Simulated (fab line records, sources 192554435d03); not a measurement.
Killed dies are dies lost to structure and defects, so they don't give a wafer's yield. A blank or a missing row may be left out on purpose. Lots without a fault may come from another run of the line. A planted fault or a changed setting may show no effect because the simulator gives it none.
A struck lot beside a sound one | flow n5_finfet | 42 steps out of a route of 1938
Sound: wafers L391.1, L391.4, L391.5. Struck: wafer L394.3. (L394.4, L394.5 of the same lot were not struck and are left out.) The cause comes at the end.
At each step with rows: each side's tool, then ch and its chambers, then its first start. Under that, the readings that differ: sound wafers | struck wafers | difference of the means | sigmas: that difference in standard deviations of wafers without a fault.
alike: readings whose means differ by less than 2 such deviations, and words and numbers that are the same on both sides. not compared: withheld readings, readings that some wafer has no value for, bounds like >300 that may hide the same value, and numbers for which the record gives no deviation and whose values overlap.
The two part at a step that has a row with sigmas, a row that says differs or no value, or rows on one side only. Numbers that don't overlap but have no deviation are shown without sigmas and don't part them. A reading that every wafer of one side lacks parts them only if that side has two wafers or more.

first, 12 steps without rows for these wafers: N5_SD_EPI_N_STRIP_36 (strips in N2/H2); N5_SD_EPI_N_ETCHBACK_44 (etches SiNx in CH3F/O2, stops on SiO2, target depth 14.5 nm); N5_SD_EPI_N_ETCH_45 (etches SiOCN in CH3F/O2, target depth 6 nm); N5_SD_EPI_N_ETCH_16 (etches SiO2 in CHF3/O2, target depth 5 nm); N5_SD_EPI_N_STRIP_47 (strips in CHF3/O2); N5_SD_EPI_N_SD_RECESS_17 (chemistry HBr/Cl2/O2, target depth 41 nm, time 23.7 s, bt time 3 s); N5_SD_EPI_N_STRIP_38 (strips in N2/H2); N5_SD_EPI_N_WET_ETCH_43 (etches SiO2 in dHF, time 14 s, target depth 1.5 nm); N5_SD_EPI_N_STRIP_18 (strips in SPM, time 750 s); N5_SD_EPI_N_SRD_20 (time 30 s); N5_SD_EPI_N_PRECLEAN_48 (cleans in NF3:NH3, afs cycles 2, time 20 s, sublimation time 60 s); N5_SD_EPI_N_VAPOR_ETCH_50 (etches Si in HCl, time 54 s).
N5_SD_EPI_N_EPI_21: deposits Si:P, time 690 s.
  sound on epi_rpcvd-03 ch 0, day 6 06:30; struck on epi_rpcvd-02 ch 0, day 6 20:57
  reading                                   | sound          | struck | difference | sigmas
  epi_growth_time_s (s)                     | 690 690 690    | 829.13 | +139.13    |
  model.Si-P_of_SD_EPI_N_EPI_21.thk_nm (nm) | 58.8 58.2 59.4 | 67.4   | +8.6       |
N5_SD_EPI_N_EPI_MEAS_23:
  sound on film_metro-02, day 6 08:47; struck on film_metro-01, day 6 22:29
  reading     | sound          | struck | difference | sigmas
  thk_nm (nm) | 59.8 59.8 60.1 | 68.2   | +8.3       | +7
then, 24 steps without rows for these wafers: N5_SD_EPI_N_PRECLEAN_24 (cleans in O3/DIW, time 60 s); N5_SD_EPI_N_SRD_25 (time 30 s); N5_SD_EPI_N_PRECLEAN_49 (cleans in NF3:NH3, afs cycles 1, time 20 s, sublimation time 60 s); N5_SD_EPI_N_LINER_46 (material SiNx, target thk 3 nm); N5_SD_EPI_P_COAT_34 (time 60 s, resist thk 350 nm); N5_SD_EPI_P_COAT_35 (time 60 s, resist thk 35 nm); N5_SD_EPI_P_COAT_03 (resist thk 150 nm); N5_SD_EPI_P_EBR_05; N5_SD_EPI_P_SOFTBAKE_04 (time 60 s); N5_SD_EPI_P_EXPOSE_06 (exposes mask SD P BLK, target cd 240 nm); N5_SD_EPI_P_PEB_07 (peb time 60 s); N5_SD_EPI_P_DEVELOP_08 (develop time 30 s); N5_SD_EPI_P_DESCUM_14 (chemistry O2, time 7.9 s); N5_SD_EPI_P_ETCH_36 (etches SiARC in CF4, target depth 45.5 nm, time 75.8 s); N5_SD_EPI_P_ETCH_37 (etches SOC in N2/H2, overetch 108 nm, time 486 s); N5_SD_EPI_P_STRIP_38 (strips in N2/H2); N5_SD_EPI_P_ETCHBACK_46 (etches SiNx in CH3F/O2, stops on SiO2, target depth 17.5 nm); N5_SD_EPI_P_ETCH_47 (etches SiOCN in CH3F/O2, target depth 25 nm); N5_SD_EPI_P_ETCH_16 (etches SiO2 in CHF3/O2, target depth 5 nm); N5_SD_EPI_P_STRIP_50 (strips in CHF3/O2); N5_SD_EPI_P_SD_RECESS_17 (chemistry HBr/Cl2/O2, target depth 39.1 nm, bt time 3 s); N5_SD_EPI_P_WET_ETCH_45 (etches SiO2 in dHF, time 10.7 s, target depth 2 nm, rinse time 30 s); N5_SD_EPI_P_STRIP_40 (strips in N2/H2); N5_SD_EPI_P_PRECLEAN_52 (cleans in O3/DIW, time 60 s).
N5_SD_EPI_P_PRECLEAN_24: cleans in O3/DIW, time 45 s.
  sound on wet_bench-06 ch 1,2,3, day 6 14:37; struck on wet_bench-06 ch 6, day 7 03:17
  reading                                   | sound        | struck | difference | sigmas
  bath_heat_duty_pct (%)                    | 2.3 2.1 2.0  | 3.2    | +1.1       | +2
  model.Si-P_of_SD_EPI_N_EPI_21.thk_nm (nm) | 58 57.4 58.6 | 66.4   | +8.4       |
N5_SD_ACTIVATION_RS_MEAS_03: measures by four-point-probe.
  sound on film_metro-02, day 6 15:07; struck on film_metro-01, day 7 03:52
  reading          | sound             | struck | difference | sigmas
  RS_SD_N (ohm/sq) | 21.70 22.37 21.86 | 19.29  | -2.69      | -10
  alike: RS_SD_P
-- the record jumps here: 5 days lie between the struck wafers' starts before and after (it left off in module SD_ACTIVATION and takes up again in module BEOL_M4, whose first step shown is number 1111 of the route) --
N5_BEOL_M4_RC_MEAS_101:
  sound on prober-01 ch 0, day 11 16:16; struck on prober-01 ch 0, day 11 22:14
  reading          | sound          | struck | difference | sigmas
  RS_SD_N (ohm/sq) | 28.6 28.7 28.2 | 24.8   | -3.7       | -10
  alike: DIBL_N, DIBL_P, IOFF_N, IOFF_P, ION_N, ION_P, SS_N, SS_P, VT_N, VT_P
-- the record jumps here: 4 days lie between the struck wafers' starts before and after (it left off in module BEOL_M4 and takes up again in module PASSIVATION, whose first step shown is number 1936 of the route) --
N5_PASSIVATION_PROBE_49:
  the record has rows for the struck wafers here (prober-01, day 16 09:49) and none for the sound ones

WHERE THEY PART
First at N5_SD_EPI_N_EPI_MEAS_23; last, within this record, at N5_PASSIVATION_PROBE_49.

WHY: what the simulator had put in
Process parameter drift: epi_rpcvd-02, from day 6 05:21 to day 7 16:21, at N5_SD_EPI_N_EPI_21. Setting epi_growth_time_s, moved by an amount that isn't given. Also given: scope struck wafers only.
